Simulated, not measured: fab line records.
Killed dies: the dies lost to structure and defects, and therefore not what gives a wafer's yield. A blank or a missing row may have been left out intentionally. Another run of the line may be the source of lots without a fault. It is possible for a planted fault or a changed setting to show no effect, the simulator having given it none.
Chamber matching + flow n5 finfet + N5_DUMMY_GATE_DESCUM_20 on rie diel-01 has 4 sister chambers
The step chemistry O2, time 6.2 s. 18 wafers are shown with their chamber, then 8 later ones without.

EACH WAFER AND ITS CHAMBER
| wafer  | chamber | drypump motor current A (A) | throttle valve pct (%) | showerhead plenum p Torr (Torr) |
|--------|---------|-----------------------------|------------------------|---------------------------------|
| L827.4 | 1       | 5.8                         | 20.06                  | 2.02                            |
| L827.5 | 1       | 5.8                         | 20.06                  | 2.02                            |
| L827.6 | 0       | 5.8                         | 20.52                  | 2.20                            |
| L829.1 | 1       | 5.8                         | 20.06                  | 2.02                            |
| L829.3 | 0       | 5.7                         | 20.51                  | 2.19                            |
| L829.5 | 1       | 5.8                         | 20.07                  | 2.02                            |
| L830.1 | 1       | 5.8                         | 20.07                  | 2.02                            |
| L830.2 | 2       | 5.0                         | 20.19                  | 2.06                            |
| L830.5 | 1       | 5.8                         | 20.07                  | 2.02                            |
| L832.2 | 1       | 5.8                         | 20.07                  | 2.02                            |
| L832.4 | 3       | 4.7                         | 20.21                  | 2.04                            |
| L832.5 | 0       | 5.7                         | 20.51                  | 2.19                            |
| L833.1 | 3       | 4.7                         | 20.22                  | 2.04                            |
| L833.4 | 2       | 4.9                         | 20.19                  | 2.06                            |
| L833.6 | 2       | 5.0                         | 20.19                  | 2.06                            |
| L834.4 | 2       | 5.0                         | 20.20                  | 2.05                            |
| L834.5 | 2       | 5.0                         | 20.20                  | 2.05                            |
| L838.2 | 1       | 5.8                         | 20.11                  | 2.01                            |

SIGNATURES, as means of the wafers listed above
| reading                  | chamber 0 | chamber 1 | chamber 2 | chamber 3 | scatter within a chamber |
|--------------------------|-----------|-----------|-----------|-----------|--------------------------|
| drypump motor current A  | 5.733     | 5.800     | 4.980     | 4.700     | 0.0324                   |
| throttle valve pct       | 20.5133   | 20.0712   | 20.1940   | 20.2150   | 0.0123                   |
| showerhead plenum p Torr | 2.1933    | 2.0187    | 2.0560    | 2.0400    | 0.00443                  |
Rule: a wafer's distance from a chamber is the root of the sum, over the readings, of the square of ((its reading less the chamber's mean) divided by the reading's scatter). If the next closest chamber is less than 2 further off than the closest, the wafer can't be placed; otherwise it belongs to the closest. The scatter: take each reading less its chamber's mean, square it, sum over the shown wafers, divide by the number of wafers less the number of chambers, and take the root.

WAFERS MISSING THEIR CHAMBER
| wafer  | drypump motor current A (A) | throttle valve pct (%) | showerhead plenum p Torr (Torr) |
|--------|-----------------------------|------------------------|---------------------------------|
| L838.4 | 5.0                         | 20.20                  | 2.05                            |
| L838.5 | 5.8                         | 20.08                  | 2.01                            |
| L840.1 | 4.9                         | 20.22                  | 2.05                            |
| L840.2 | 5.7                         | 20.07                  | 2.01                            |
| L840.3 | 5.8                         | 20.53                  | 2.19                            |
| L843.3 | 5.8                         | 20.11                  | 2.01                            |
| L843.4 | 5.7                         | 20.55                  | 2.18                            |
| L843.6 | 4.6                         | 20.24                  | 2.04                            |

WHICH CHAMBER EACH ONE RAN IN
| wafer  | from the rows above | in truth |
|--------|---------------------|----------|
| L838.4 | 2                   | 2        |
| L838.5 | 1                   | 1        |
| L840.1 | 2                   | 2        |
| L840.2 | 1                   | 1        |
| L840.3 | 0                   | 0        |
| L843.3 | 1                   | 1        |
| L843.4 | 0                   | 0        |
| L843.6 | 3                   | 3        |
Placed correctly: 8 of 8. Can't be placed from these rows: 0. Wrongly placed: 0.
